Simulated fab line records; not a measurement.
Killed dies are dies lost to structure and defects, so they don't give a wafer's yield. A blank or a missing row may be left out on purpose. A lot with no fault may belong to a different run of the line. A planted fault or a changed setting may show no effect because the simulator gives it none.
fab line records -- flow n5-finfet
[record] lots = 24, wafers = 72, last-day = 17
route steps=1938 shown BEOL_M7@1320 BEOL_M8@1345 BEOL_M9@1404
lots that met no fault: from a run of the same line without faults
start-h: hours from the record's opening day to when the first of the lot's shown wafers began -- wait-h: time in hours since the lot's previous step -- " as in the row above -- L1.1+2: a single row standing in for several wafers -- - either no value or no given start -- * or withheld: withheld -- < > ~ a bound
route shown NAME@n: names a module that has steps shown in the file, with the first one's number in the route -- usual: mean/standard deviation of fault-free wafers -- same: alike in all rows -- chamber/n: place in a boat -- sites: readings site by site -- _std_site: the values' standard deviation -- _edge_site: mean of outer sites minus mean of inner sites -- radius-mm: for every site, how far away it sits from the centre of the wafer -- mask NAME#n: copy n -- behind: tool/chamber where the wafer was last shaped -- hold: why the lot was held/for how many hours/how that ended -- device: names the non-switching transistor (n, p or np) -- end of line: the same wafers' tests at the end of the route -- where a step has no rows: the recipe by itself -- killed: at the first sort, the dies lost to defects and structure; wafer yield is something else -- map: a wafer's dies, x killed, . not, _ none there
set.NAME: the setting the step ran with; set.NAME@STEP: the setting that earlier step ran with -- model.NAME: the simulator's own value behind a step, which no gauge read
a sample of lots followed through the steps of the route, with each step as a table and each wafer as a row
services: when a tool's chamber went out of use (start-h, in hours from the record's first day, below 0 if earlier), for how many hours, and the reason
[[steps]]
[step N5_BEOL_M7_ALD_77]
[recipe] material = TaN, target-thk-a = 20, temp-c = 275, ald-precursor-family = PDMAT, ald-co-reactant = NH3, pressure-torr = 3, carrier-flow-sccm = 1500, pulse-time-s = 2, purge-time-s = 3, co-reactant-purge-time-s = 2, co-reactant-pulse-time-s = 3, ald-cycles = 40, precursor-vessel-temp-c = 75, precursor-vessel-pressure-torr = 26.25, precursor-vessel-carrier-sccm = 1000
[usual] heater-power-w = 417/46, precursor-vessel-pressure-torr = 26.25/0.053, precursor-vessel-temp-c = 75.02/0.11
lot.wafer,tool,chamber,start-h,wait-h,heater-power-w,precursor-vessel-pressure-torr,precursor-vessel-temp-c
L074.1,ald-metal-01,2,195.96,0.0,435,26.21,75.00
L074.2,ald-metal-01,1,195.96,0.0,320,26.20,74.78
L074.4,ald-metal-01,0,195.96,0.0,411,26.25,74.95
L075.1,ald-metal-04,3,204.68,0.1,425,26.27,74.76
L075.3,ald-metal-04,2,204.68,0.1,400,26.19,74.88
L075.4,ald-metal-04,0,204.68,0.1,382,26.25,75.01
L076.2,ald-metal-01,2,217.73,0.1,435,26.28,75.03
L076.3,ald-metal-01,0,217.73,0.1,414,26.22,75.30
L076.5,ald-metal-01,1,217.73,0.1,331,26.32,74.93
L077.2,ald-metal-03,2,224.81,0.0,431,26.27,75.30
L077.5,ald-metal-03,0,224.81,0.0,502,26.27,75.05
L077.6,ald-metal-03,3,224.81,0.0,345,26.09,75.01
L081.1,ald-metal-03,3,225.07,0.2,345,26.33,74.70
L081.5,ald-metal-03,2,225.07,0.2,429,26.21,75.12
L081.6,ald-metal-03,1,225.07,0.2,486,26.22,74.89
L080.3,ald-metal-03,0,228.77,0.0,506,26.29,75.20
L080.4,ald-metal-03,1,228.77,0.0,465,26.35,75.21
L080.5,ald-metal-03,0,228.77,0.0,491,26.21,75.02
L079.1,ald-metal-01,0,229.29,0.1,424,26.32,75.14
L079.3,ald-metal-01,2,229.29,0.1,431,26.27,75.00
L079.4,ald-metal-01,3,229.29,0.1,440,26.35,75.05
L078.1,ald-metal-04,3,237.41,0.0,428,26.34,75.10
L078.5,ald-metal-04,0,237.41,0.0,390,26.19,75.04
L078.6,ald-metal-04,1,237.41,0.0,460,26.21,74.90
L082.3,ald-metal-01,2,237.67,0.1,441,26.24,74.96
L082.4,ald-metal-01,0,237.67,0.1,418,26.26,75.17
L082.6,ald-metal-01,0,237.67,0.1,415,26.28,75.12
L083.2,ald-metal-01,1,247.46,0.0,316,26.24,75.10
L083.4,ald-metal-01,3,247.46,0.0,445,26.27,74.83
L083.5,ald-metal-01,3,247.46,0.0,440,26.25,74.98
L084.2,ald-metal-04,0,257.38,0.0,401,26.25,74.92
L084.5,ald-metal-04,1,257.38,0.0,448,26.32,74.99
L084.6,ald-metal-04,0,257.38,0.0,392,26.14,74.92
L085.2,ald-metal-01,0,272.54,0.3,420,26.26,75.19
L085.3,ald-metal-01,2,272.54,0.3,428,26.30,75.20
L085.4,ald-metal-01,1,272.54,0.3,323,26.23,74.93
L087.4,ald-metal-04,2,276.32,0.1,407,26.23,74.99
L087.5,ald-metal-04,3,276.32,0.1,426,26.26,74.94
L087.6,ald-metal-04,0,276.32,0.1,398,26.32,75.10
L086.1,ald-metal-01,2,283.97,0.0,437,26.27,74.95
L086.3,ald-metal-01,3,283.97,0.0,435,26.35,75.16
L086.4,ald-metal-01,1,283.97,0.0,324,26.22,75.06
L089.1,ald-metal-03,3,286.58,0.3,352,26.22,74.96
L089.3,ald-metal-03,1,286.58,0.3,477,26.17,75.06
L089.4,ald-metal-03,0,286.58,0.3,491,26.25,74.99
L091.2,ald-metal-04,0,286.84,0.3,393,26.28,75.25
L091.3,ald-metal-04,2,286.84,0.3,408,26.40,74.82
L091.5,ald-metal-04,1,286.84,0.3,445,26.16,74.99
L090.1,ald-metal-04,0,292.61,0.0,402,26.25,75.08
L090.4,ald-metal-04,1,292.61,0.0,446,26.21,75.00
L090.6,ald-metal-04,0,292.61,0.0,394,26.29,75.01
L088.3,ald-metal-04,1,295.85,0.3,451,26.24,75.00
L088.5,ald-metal-04,1,295.85,0.3,437,26.22,75.07
L088.6,ald-metal-04,0,295.85,0.3,385,26.27,75.07
L093.3,ald-metal-01,3,304.06,0.1,443,26.35,75.00
L093.4,ald-metal-01,0,304.06,0.1,418,26.21,75.17
L093.5,ald-metal-01,2,304.06,0.1,434,26.23,75.09
L092.4,ald-metal-01,3,312.50,0.0,435,26.32,74.98
L092.5,ald-metal-01,2,312.50,0.0,438,26.21,74.99
L092.6,ald-metal-01,1,312.50,0.0,320,26.22,74.95
L094.1,ald-metal-01,0,321.11,0.0,411,26.24,75.05
L094.4,ald-metal-01,3,321.11,0.0,448,26.20,75.16
L094.6,ald-metal-01,1,321.11,0.0,334,26.31,74.95
L095.1,ald-metal-01,0,336.50,0.1,422,26.31,75.15
L095.3,ald-metal-01,2,336.50,0.1,430,26.25,74.87
L095.4,ald-metal-01,1,336.50,0.1,331,26.35,74.91
L096.1,ald-metal-03,0,336.58,0.1,508,26.28,74.93
L096.3,ald-metal-03,1,336.58,0.1,465,26.24,75.04
L096.5,ald-metal-03,3,336.58,0.1,341,26.26,75.29
L097.3,ald-metal-04,1,338.38,0.0,447,26.26,74.96
L097.4,ald-metal-04,3,338.38,0.0,414,26.22,74.96
L097.6,ald-metal-04,2,338.38,0.0,409,26.22,74.98
[step N5_BEOL_M8_CD_MEAS_11]
[recipe] target-cd-nm = 38.5, landing-energy-ev = 500, detector = se-inlens, polarity = opening
[usual] cd-nm = 38.2/0.49
lot.wafer,tool,chamber,start-h,wait-h,cd-nm
L074.1,cd-sem-01,0,199.73,-,37.6
L074.2,cd-sem-01,0,199.73,-,37.8
L074.4,cd-sem-01,0,199.73,-,38.2
L075.1,cd-sem-02,0,210.16,-,37.9
L075.3,cd-sem-02,0,210.16,-,37.9
L075.4,cd-sem-02,0,210.16,-,38.8
L076.2,cd-sem-02,0,222.41,-,38.8
L076.3,cd-sem-02,0,222.41,-,39.1
L076.5,cd-sem-02,0,222.41,-,37.8
L077.2,cd-sem-02,0,228.97,-,38.2
L077.5,cd-sem-02,0,228.97,-,38.6
L077.6,cd-sem-02,0,228.97,-,38.4
L081.1,cd-sem-02,0,231.01,-,38.4
L081.5,cd-sem-02,0,231.01,-,38.4
L081.6,cd-sem-02,0,231.01,-,37.8
L080.3,cd-sem-01,0,232.22,-,38.6
L080.4,cd-sem-01,0,232.22,-,37.8
L080.5,cd-sem-01,0,232.22,-,38.4
L079.1,cd-sem-01,0,234.15,-,37.3
L079.3,cd-sem-01,0,234.15,-,38.5
L079.4,cd-sem-01,0,234.15,-,37.7
L078.1,cd-sem-02,0,241.22,-,38.4
L078.5,cd-sem-02,0,241.22,-,37.5
L078.6,cd-sem-02,0,241.22,-,38.0
L082.3,cd-sem-01,0,241.39,-,37.7
L082.4,cd-sem-01,0,241.39,-,38.2
L082.6,cd-sem-01,0,241.39,-,38.2
L083.2,cd-sem-03,0,251.60,-,38.9
L083.4,cd-sem-03,0,251.60,-,38.2
L083.5,cd-sem-03,0,251.60,-,38.3
L084.2,cd-sem-01,0,261.52,-,37.5
L084.5,cd-sem-01,0,261.52,-,38.4
L084.6,cd-sem-01,0,261.52,-,38.3
L085.2,cd-sem-03,0,277.65,-,38.1
L085.3,cd-sem-03,0,277.65,-,38.2
L085.4,cd-sem-03,0,277.65,-,37.8
L087.4,cd-sem-01,0,280.25,-,38.6
L087.5,cd-sem-01,0,280.25,-,38.2
L087.6,cd-sem-01,0,280.25,-,38.2
L086.1,cd-sem-01,0,290.36,-,37.9
L086.3,cd-sem-01,0,290.36,-,38.3
L086.4,cd-sem-01,0,290.36,-,38.1
L089.1,cd-sem-01,0,290.72,-,38.7
L089.3,cd-sem-01,0,290.72,-,39.4
L089.4,cd-sem-01,0,290.72,-,39.2
L091.2,cd-sem-02,0,290.79,-,38.6
L091.3,cd-sem-02,0,290.79,-,38.6
L091.5,cd-sem-02,0,290.79,-,39.8
L090.1,cd-sem-03,0,297.25,-,38.3
L090.4,cd-sem-03,0,297.25,-,38.5
L090.6,cd-sem-03,0,297.25,-,38.4
L088.3,cd-sem-02,0,300.74,-,38.3
L088.5,cd-sem-02,0,300.74,-,37.7
L088.6,cd-sem-02,0,300.74,-,38.0
L093.3,cd-sem-01,0,307.38,-,37.3
L093.4,cd-sem-01,0,307.38,-,37.4
L093.5,cd-sem-01,0,307.38,-,38.1
L092.4,cd-sem-03,0,316.58,-,38.0
L092.5,cd-sem-03,0,316.58,-,38.1
L092.6,cd-sem-03,0,316.58,-,38.1
L094.1,cd-sem-02,0,324.96,-,38.7
L094.4,cd-sem-02,0,324.96,-,38.1
L094.6,cd-sem-02,0,324.96,-,38.1
L096.1,cd-sem-02,0,343.40,-,38.1
L096.3,cd-sem-02,0,343.40,-,38.2
L096.5,cd-sem-02,0,343.40,-,37.9
L095.1,cd-sem-02,0,343.70,-,38.3
L095.3,cd-sem-02,0,343.70,-,38.3
L095.4,cd-sem-02,0,343.70,-,38.5
L097.3,cd-sem-01,0,344.20,-,37.4
L097.4,cd-sem-01,0,344.20,-,38.2
L097.6,cd-sem-01,0,344.20,-,37.5
[step N5_BEOL_M8_INSPECT_13]
[recipe] mode = adi, inspect-instrument = brightfield
[usual] raw-defect-count = 403/90
lot.wafer,tool,chamber,start-h,wait-h,raw-defect-count
L074.1,defect-inspect-02,-,199.79,0.0,340
L074.2,defect-inspect-02,-,199.79,0.0,349
L074.4,defect-inspect-02,-,199.79,0.0,365
L075.1,defect-inspect-01,-,210.22,0.0,266
L075.3,defect-inspect-01,-,210.22,0.0,326
L075.4,defect-inspect-01,-,210.22,0.0,271
L076.2,defect-inspect-01,-,222.47,0.0,443
L076.3,defect-inspect-01,-,222.47,0.0,392
L076.5,defect-inspect-01,-,222.47,0.0,298
L077.2,defect-inspect-02,-,229.02,0.0,406
L077.5,defect-inspect-02,-,229.02,0.0,333
L077.6,defect-inspect-02,-,229.02,0.0,292
L081.1,defect-inspect-02,-,231.06,0.0,456
L081.5,defect-inspect-02,-,231.06,0.0,344
L081.6,defect-inspect-02,-,231.06,0.0,483
L080.3,defect-inspect-02,-,232.27,0.0,371
L080.4,defect-inspect-02,-,232.27,0.0,254
L080.5,defect-inspect-02,-,232.27,0.0,249
L079.1,defect-inspect-01,-,234.21,0.0,373
L079.3,defect-inspect-01,-,234.21,0.0,386
L079.4,defect-inspect-01,-,234.21,0.0,475
L078.1,defect-inspect-01,-,241.27,0.0,587
L078.5,defect-inspect-01,-,241.27,0.0,547
L078.6,defect-inspect-01,-,241.27,0.0,600
L082.3,defect-inspect-01,-,241.44,0.0,436
L082.4,defect-inspect-01,-,241.44,0.0,386
L082.6,defect-inspect-01,-,241.44,0.0,354
L083.2,defect-inspect-02,-,251.66,0.0,570
L083.4,defect-inspect-02,-,251.66,0.0,563
L083.5,defect-inspect-02,-,251.66,0.0,477
L084.2,defect-inspect-01,-,261.58,0.0,395
L084.5,defect-inspect-01,-,261.58,0.0,456
L084.6,defect-inspect-01,-,261.58,0.0,414
L085.2,defect-inspect-02,-,277.70,0.0,439
L085.3,defect-inspect-02,-,277.70,0.0,474
L085.4,defect-inspect-02,-,277.70,0.0,313
L087.4,defect-inspect-02,-,280.30,0.0,288
L087.5,defect-inspect-02,-,280.30,0.0,254
L087.6,defect-inspect-02,-,280.30,0.0,473
L086.1,defect-inspect-01,-,290.41,0.0,388
L086.3,defect-inspect-01,-,290.41,0.0,356
L086.4,defect-inspect-01,-,290.41,0.0,486
L089.1,defect-inspect-02,-,290.78,0.0,360
L089.3,defect-inspect-02,-,290.78,0.0,468
L089.4,defect-inspect-02,-,290.78,0.0,415
L091.2,defect-inspect-01,-,290.85,0.0,433
L091.3,defect-inspect-01,-,290.85,0.0,485
L091.5,defect-inspect-01,-,290.85,0.0,371
L090.1,defect-inspect-01,-,297.31,0.0,516
L090.4,defect-inspect-01,-,297.31,0.0,531
L090.6,defect-inspect-01,-,297.31,0.0,553
L088.3,defect-inspect-02,-,300.79,0.0,393
L088.5,defect-inspect-02,-,300.79,0.0,443
L088.6,defect-inspect-02,-,300.79,0.0,443
L093.3,defect-inspect-01,-,307.44,0.0,380
L093.4,defect-inspect-01,-,307.44,0.0,442
L093.5,defect-inspect-01,-,307.44,0.0,486
L092.4,defect-inspect-02,-,316.63,0.0,497
L092.5,defect-inspect-02,-,316.63,0.0,453
L092.6,defect-inspect-02,-,316.63,0.0,440
L094.1,defect-inspect-01,-,325.01,0.0,352
L094.4,defect-inspect-01,-,325.01,0.0,313
L094.6,defect-inspect-01,-,325.01,0.0,275
L096.1,defect-inspect-02,-,343.45,0.0,360
L096.3,defect-inspect-02,-,343.45,0.0,553
L096.5,defect-inspect-02,-,343.45,0.0,375
L095.1,defect-inspect-02,-,343.76,0.0,262
L095.3,defect-inspect-02,-,343.76,0.0,338
L095.4,defect-inspect-02,-,343.76,0.0,375
L097.3,defect-inspect-02,-,344.25,0.0,504
L097.4,defect-inspect-02,-,344.25,0.0,350
L097.6,defect-inspect-02,-,344.25,0.0,332
[step N5_BEOL_M8_SPUTTER_48]
[recipe] material = Cu, target-thk-a = 100, temp-c = -20, bias-v = 60, power-w = 26000, chamber-pressure-pa = 0.13, time-s = 1.667
[usual] substrate-temp-c = -20.01/0.11, throttle-valve-pct = 30.5/1.3
lot.wafer,tool,chamber,start-h,wait-h,substrate-temp-c,throttle-valve-pct
L074.1,pvd-sputter-03,-,205.18,0.2,-19.94,30.3
L074.2,pvd-sputter-03,-,205.18,0.2,-20.09,28.6
L074.4,pvd-sputter-03,-,205.18,0.2,-20.04,31.0
L075.1,pvd-sputter-01,-,217.23,0.1,-20.07,30.2
L075.3,pvd-sputter-01,-,217.23,0.1,-20.00,32.9
L075.4,pvd-sputter-01,-,217.23,0.1,-19.89,31.2
L076.2,pvd-sputter-02,-,225.88,0.1,-20.08,30.5
L076.3,pvd-sputter-02,-,225.88,0.1,-19.92,30.1
L076.5,pvd-sputter-02,-,225.88,0.1,-19.95,29.9
L077.2,pvd-sputter-03,-,233.61,0.3,-19.97,29.0
L077.5,pvd-sputter-03,-,233.61,0.3,-20.08,30.9
L077.6,pvd-sputter-03,-,233.61,0.3,-20.19,28.5
L081.1,pvd-sputter-03,-,235.05,0.3,-20.00,28.8
L081.5,pvd-sputter-03,-,235.05,0.3,-20.09,28.9
L081.6,pvd-sputter-03,-,235.05,0.3,-20.06,31.3
L080.3,pvd-sputter-03,-,237.39,0.1,-20.18,28.4
L080.4,pvd-sputter-03,-,237.39,0.1,-20.06,30.5
L080.5,pvd-sputter-03,-,237.39,0.1,-20.17,31.2
L079.1,pvd-sputter-03,-,239.01,0.4,-19.99,28.7
L079.3,pvd-sputter-03,-,239.01,0.4,-19.90,30.9
L079.4,pvd-sputter-03,-,239.01,0.4,-19.97,28.8
L078.1,pvd-sputter-03,-,244.85,0.1,-19.87,31.2
L078.5,pvd-sputter-03,-,244.85,0.1,-19.88,30.8
L078.6,pvd-sputter-03,-,244.85,0.1,-20.12,28.9
L082.3,pvd-sputter-03,-,246.83,1.5,-20.02,28.8
L082.4,pvd-sputter-03,-,246.83,1.5,-20.04,30.9
L082.6,pvd-sputter-03,-,246.83,1.5,-19.96,28.7
L083.2,pvd-sputter-03,-,257.74,0.1,-19.91,31.1
L083.4,pvd-sputter-03,-,257.74,0.1,-20.26,28.8
L083.5,pvd-sputter-03,-,257.74,0.1,-20.18,28.9
L084.2,pvd-sputter-03,-,266.61,0.1,-19.69,28.5
L084.5,pvd-sputter-03,-,266.61,0.1,-19.83,28.7
L084.6,pvd-sputter-03,-,266.61,0.1,-20.23,29.1
L085.2,pvd-sputter-03,-,282.87,0.1,-19.99,31.3
L085.3,pvd-sputter-03,-,282.87,0.1,-20.07,28.8
L085.4,pvd-sputter-03,-,282.87,0.1,-20.07,28.5
L087.4,pvd-sputter-02,-,284.15,0.1,-19.93,30.6
L087.5,pvd-sputter-02,-,284.15,0.1,-20.05,30.4
L087.6,pvd-sputter-02,-,284.15,0.1,-20.00,30.8
L086.1,pvd-sputter-01,-,293.22,0.3,-20.07,31.6
L086.3,pvd-sputter-01,-,293.22,0.3,-20.11,30.1
L086.4,pvd-sputter-01,-,293.22,0.3,-20.11,32.8
L089.1,pvd-sputter-01,-,296.32,0.1,-20.00,29.8
L089.3,pvd-sputter-01,-,296.32,0.1,-20.02,31.1
L089.4,pvd-sputter-01,-,296.32,0.1,-20.23,30.4
L091.2,pvd-sputter-01,-,296.40,0.1,-20.01,30.6
L091.3,pvd-sputter-01,-,296.40,0.1,-20.09,31.4
L091.5,pvd-sputter-01,-,296.40,0.1,-19.95,32.7
L090.1,pvd-sputter-01,-,301.82,0.2,-20.02,30.2
L090.4,pvd-sputter-01,-,301.82,0.2,-19.97,31.3
L090.6,pvd-sputter-01,-,301.82,0.2,-19.99,31.4
L088.3,pvd-sputter-01,-,304.78,0.2,-20.01,32.7
L088.5,pvd-sputter-01,-,304.78,0.2,-19.93,30.1
L088.6,pvd-sputter-01,-,304.78,0.2,-19.95,30.3
L093.3,pvd-sputter-01,-,311.42,0.1,-19.94,32.7
L093.4,pvd-sputter-01,-,311.42,0.1,-20.02,29.8
L093.5,pvd-sputter-01,-,311.42,0.1,-20.05,31.5
L092.4,pvd-sputter-02,-,321.64,0.1,-19.88,30.4
L092.5,pvd-sputter-02,-,321.64,0.1,-19.65,30.9
L092.6,pvd-sputter-02,-,321.64,0.1,-19.79,30.4
L094.1,pvd-sputter-01,-,328.35,0.1,-19.92,31.2
L094.4,pvd-sputter-01,-,328.35,0.1,-20.07,32.7
L094.6,pvd-sputter-01,-,328.35,0.1,-20.13,30.0
L096.1,pvd-sputter-01,-,348.97,0.2,-20.06,30.2
L096.3,pvd-sputter-01,-,348.97,0.2,-20.03,31.2
L096.5,pvd-sputter-01,-,348.97,0.2,-20.03,29.9
L095.1,pvd-sputter-01,-,349.05,0.1,-19.97,30.6
L095.3,pvd-sputter-01,-,349.05,0.1,-20.09,31.3
L095.4,pvd-sputter-01,-,349.05,0.1,-20.00,32.8
L097.3,pvd-sputter-01,-,350.03,0.1,-19.85,32.6
L097.4,pvd-sputter-01,-,350.03,0.1,-20.14,30.6
L097.6,pvd-sputter-01,-,350.03,0.1,-20.08,30.5
[step N5_BEOL_M8_THK_MEAS_53]
[recipe] thk-meas-gauge = xrf, reads = Cu_of_BEOL_M8_ECD_50
[usual] M8_THK = 81.4/2
lot.wafer,tool,chamber,start-h,wait-h,M8_THK[nm]
L074.1,film-metro-01,-,206.39,-,84.5
L074.2,film-metro-01,-,206.39,-,78.4
L074.4,film-metro-01,-,206.39,-,81.6
L075.1,film-metro-02,-,218.08,-,81.5
L075.3,film-metro-02,-,218.08,-,76.3
L075.4,film-metro-02,-,218.08,-,80.6
L076.2,film-metro-01,-,228.21,-,78.3
L076.3,film-metro-01,-,228.21,-,82.1
L076.5,film-metro-01,-,228.21,-,79.1
L077.2,film-metro-01,-,235.81,-,81.3
L077.5,film-metro-01,-,235.81,-,80.4
L077.6,film-metro-01,-,235.81,-,81.8
L081.1,film-metro-02,-,236.73,-,82.7
L081.5,film-metro-02,-,236.73,-,84.0
L081.6,film-metro-02,-,236.73,-,81.6
L080.3,film-metro-01,-,238.19,-,85.3
L080.4,film-metro-01,-,238.19,-,81.5
L080.5,film-metro-01,-,238.19,-,82.9
L079.1,film-metro-02,-,240.08,-,80.4
L079.3,film-metro-02,-,240.08,-,82.3
L079.4,film-metro-02,-,240.08,-,84.0
L078.1,film-metro-01,-,246.47,-,82.6
L078.5,film-metro-01,-,246.47,-,83.7
L078.6,film-metro-01,-,246.47,-,81.7
L082.3,film-metro-02,-,247.81,-,83.7
L082.4,film-metro-02,-,247.81,-,77.7
L082.6,film-metro-02,-,247.81,-,81.8
L083.2,film-metro-02,-,258.55,-,83.2
L083.4,film-metro-02,-,258.55,-,84.9
L083.5,film-metro-02,-,258.55,-,80.6
L084.2,film-metro-02,-,267.42,-,80.4
L084.5,film-metro-02,-,267.42,-,81.6
L084.6,film-metro-02,-,267.42,-,83.2
L085.2,film-metro-01,-,283.67,-,87.0
L085.3,film-metro-01,-,283.67,-,84.9
L085.4,film-metro-01,-,283.67,-,82.7
L087.4,film-metro-02,-,285.33,-,83.3
L087.5,film-metro-02,-,285.33,-,82.0
L087.6,film-metro-02,-,285.33,-,82.2
L086.1,film-metro-02,-,294.12,-,82.9
L086.3,film-metro-02,-,294.12,-,79.7
L086.4,film-metro-02,-,294.12,-,78.5
L089.1,film-metro-01,-,297.12,-,79.8
L089.3,film-metro-01,-,297.12,-,77.9
L089.4,film-metro-01,-,297.12,-,80.7
L091.2,film-metro-01,-,297.41,-,81.7
L091.3,film-metro-01,-,297.41,-,80.8
L091.5,film-metro-01,-,297.41,-,82.7
L090.1,film-metro-02,-,302.62,-,82.9
L090.4,film-metro-02,-,302.62,-,80.7
L090.6,film-metro-02,-,302.62,-,81.5
L088.3,film-metro-01,-,305.73,-,80.8
L088.5,film-metro-01,-,305.73,-,80.1
L088.6,film-metro-01,-,305.73,-,83.5
L093.3,film-metro-01,-,312.28,-,81.1
L093.4,film-metro-01,-,312.28,-,77.9
L093.5,film-metro-01,-,312.28,-,81.5
L092.4,film-metro-02,-,322.45,-,82.8
L092.5,film-metro-02,-,322.45,-,80.2
L092.6,film-metro-02,-,322.45,-,78.4
L094.1,film-metro-01,-,329.25,-,80.7
L094.4,film-metro-01,-,329.25,-,79.2
L094.6,film-metro-01,-,329.25,-,82.1
L096.1,film-metro-02,-,349.77,-,81.4
L096.3,film-metro-02,-,349.77,-,80.6
L096.5,film-metro-02,-,349.77,-,82.5
L095.1,film-metro-01,-,349.85,-,82.2
L095.3,film-metro-01,-,349.85,-,83.5
L095.4,film-metro-01,-,349.85,-,83.3
L097.3,film-metro-02,-,350.92,-,80.8
L097.4,film-metro-02,-,350.92,-,83.4
L097.6,film-metro-02,-,350.92,-,83.0
[step N5_BEOL_M9_PECVD_70]
[recipe] material = SiO2, target-thk-a = 200, temp-c = 400, precursor = TEOS/O2, pressure-torr = 5.5, rf-w = 450, teos-flow-sccm = 53.8, gas = O2, flow-sccm = 3000, time-s = 22.7
[usual] heater-power-w = 751/62, showerhead-plenum-p-Torr = 8.79/0.063, throttle-valve-pct = 22.3/1
lot.wafer,tool,chamber,start-h,wait-h,heater-power-w,showerhead-plenum-p-Torr,throttle-valve-pct
L074.1,pecvd-03,1,207.51,0.0,672,8.89,21.1
L074.2,pecvd-03,0,207.51,0.0,699,8.75,22.6
L074.4,pecvd-03,2,207.51,0.0,669,8.82,22.4
L075.1,pecvd-03,1,218.96,0.0,773,8.90,20.8
L075.3,pecvd-03,2,218.96,0.0,751,8.82,22.4
L075.4,pecvd-03,1,218.96,0.0,783,8.92,21.2
L076.2,pecvd-02,0,229.28,0.0,843,8.75,22.4
L076.3,pecvd-02,2,229.28,0.0,698,8.86,21.7
L076.5,pecvd-02,1,229.28,0.0,784,8.74,21.6
L077.2,pecvd-01,1,236.78,0.0,741,8.76,25.3
L077.5,pecvd-01,2,236.78,0.0,691,8.76,21.3
L077.6,pecvd-01,0,236.78,0.0,857,8.73,22.6
L081.1,pecvd-02,1,237.55,0.0,796,8.74,21.6
L081.5,pecvd-02,0,237.55,0.0,849,8.74,22.3
L081.6,pecvd-02,2,237.55,0.0,717,8.86,21.6
L080.3,pecvd-02,1,239.02,0.0,778,8.75,21.7
L080.4,pecvd-02,1,239.02,0.0,787,8.78,22.0
L080.5,pecvd-02,2,239.02,0.0,738,8.83,21.4
L079.1,pecvd-02,2,240.90,0.0,726,8.85,21.6
L079.3,pecvd-02,0,240.90,0.0,783,8.74,22.6
L079.4,pecvd-02,2,240.90,0.0,718,8.86,21.6
L078.1,pecvd-03,2,247.51,0.0,706,8.81,22.2
L078.5,pecvd-03,2,247.51,0.0,720,8.82,22.2
L078.6,pecvd-03,0,247.51,0.0,695,8.73,22.9
L082.3,pecvd-02,2,248.63,0.0,708,8.86,21.7
L082.4,pecvd-02,2,248.63,0.0,698,8.88,21.6
L082.6,pecvd-02,0,248.63,0.0,755,8.76,22.5
L083.2,pecvd-02,1,259.85,0.0,680,8.76,21.1
L083.4,pecvd-02,1,259.85,0.0,666,8.77,21.7
L083.5,pecvd-02,0,259.85,0.0,820,8.73,22.7
L084.2,pecvd-01,0,268.25,0.0,838,8.75,22.5
L084.5,pecvd-01,0,268.25,0.0,816,8.76,22.4
L084.6,pecvd-01,2,268.25,0.0,754,8.77,21.3
L085.2,pecvd-02,0,284.97,0.0,837,8.75,22.8
L085.3,pecvd-02,2,284.97,0.0,658,8.87,21.8
L085.4,pecvd-02,2,284.97,0.0,638,8.88,21.7
L087.4,pecvd-03,2,286.17,0.1,666,8.81,22.6
L087.5,pecvd-03,1,286.17,0.1,798,8.92,21.3
L087.6,pecvd-03,0,286.17,0.1,742,8.73,22.9
L086.1,pecvd-03,0,295.43,0.0,664,8.74,22.8
L086.3,pecvd-03,2,295.43,0.0,697,8.81,22.5
L086.4,pecvd-03,2,295.43,0.0,710,8.84,22.6
L089.1,pecvd-02,1,297.97,0.0,640,8.78,21.8
L089.3,pecvd-02,2,297.97,0.0,662,8.85,21.8
L089.4,pecvd-02,1,297.97,0.0,652,8.78,21.8
L091.2,pecvd-01,1,298.45,0.0,860,8.76,25.5
L091.3,pecvd-01,0,298.45,0.0,850,8.77,22.2
L091.5,pecvd-01,2,298.45,0.0,701,8.76,21.1
L090.1,pecvd-02,2,303.44,0.0,670,8.86,22.1
L090.4,pecvd-02,1,303.44,0.0,717,8.73,21.6
L090.6,pecvd-02,0,303.44,0.0,754,8.75,22.5
L088.3,pecvd-01,1,306.62,0.0,883,8.78,25.2
L088.5,pecvd-01,0,306.62,0.0,805,8.74,22.2
L088.6,pecvd-01,1,306.62,0.0,881,8.77,25.5
L093.3,pecvd-02,0,313.13,0.0,812,8.75,22.4
L093.4,pecvd-02,2,313.13,0.0,717,8.88,21.9
L093.5,pecvd-02,1,313.13,0.0,727,8.74,21.7
L092.4,pecvd-03,0,323.31,0.1,734,8.76,23.0
L092.5,pecvd-03,1,323.31,0.1,783,8.94,21.4
L092.6,pecvd-03,2,323.31,0.1,777,8.83,22.9
L094.1,pecvd-03,1,330.07,0.0,717,8.93,20.9
L094.4,pecvd-03,1,330.07,0.0,724,8.90,21.1
L094.6,pecvd-03,0,330.07,0.0,761,8.74,22.7
L096.1,pecvd-01,0,350.60,0.0,711,8.75,22.1
L096.3,pecvd-01,2,350.60,0.0,684,8.76,21.6
L096.5,pecvd-01,2,350.60,0.0,693,8.76,21.5
L095.1,pecvd-03,2,350.68,0.0,717,8.80,22.7
L095.3,pecvd-03,0,350.68,0.0,690,8.73,22.6
L095.4,pecvd-03,1,350.68,0.0,792,8.92,21.3
L097.3,pecvd-03,2,351.74,0.0,695,8.84,22.9
L097.4,pecvd-03,2,351.74,0.0,697,8.81,22.8
L097.6,pecvd-03,0,351.74,0.0,750,8.70,22.9
[[services]]
tool,chamber,start-h,hours,kind
ald-metal-04,2,172.02,31.1,repair
pecvd-02,1,178.29,16.5,scheduled-down
ald-metal-03,2,196.79,18.2,repair
ald-metal-03,3,203.64,4.5,repair
pecvd-01,1,216.04,4.4,repair
pecvd-02,0,216.74,2.1,scheduled-down
pecvd-02,-,228.51,0.7,repair
ald-metal-03,-,233.30,28.1,pm
pvd-sputter-02,-,238.19,1.5,repair
pecvd-01,2,259.72,5.5,scheduled-down
ald-metal-03,-,261.40,6.0,pm
pecvd-03,0,262.20,2.1,scheduled-down
pecvd-02,2,276.66,6.6,repair
pvd-sputter-02,-,285.64,5.0,repair
pecvd-02,-,286.30,0.9,repair
ald-metal-01,3,288.07,13.9,repair
pecvd-01,1,290.76,2.1,scheduled-down
ald-metal-04,-,304.00,1.2,pm
pecvd-03,-,311.16,3.1,repair
ald-metal-04,-,312.08,2.8,pm
pecvd-01,1,320.58,8.3,repair
pecvd-01,0,329.59,2.1,scheduled-down
pvd-sputter-03,-,338.72,1.8,repair
[[key]]
fault none
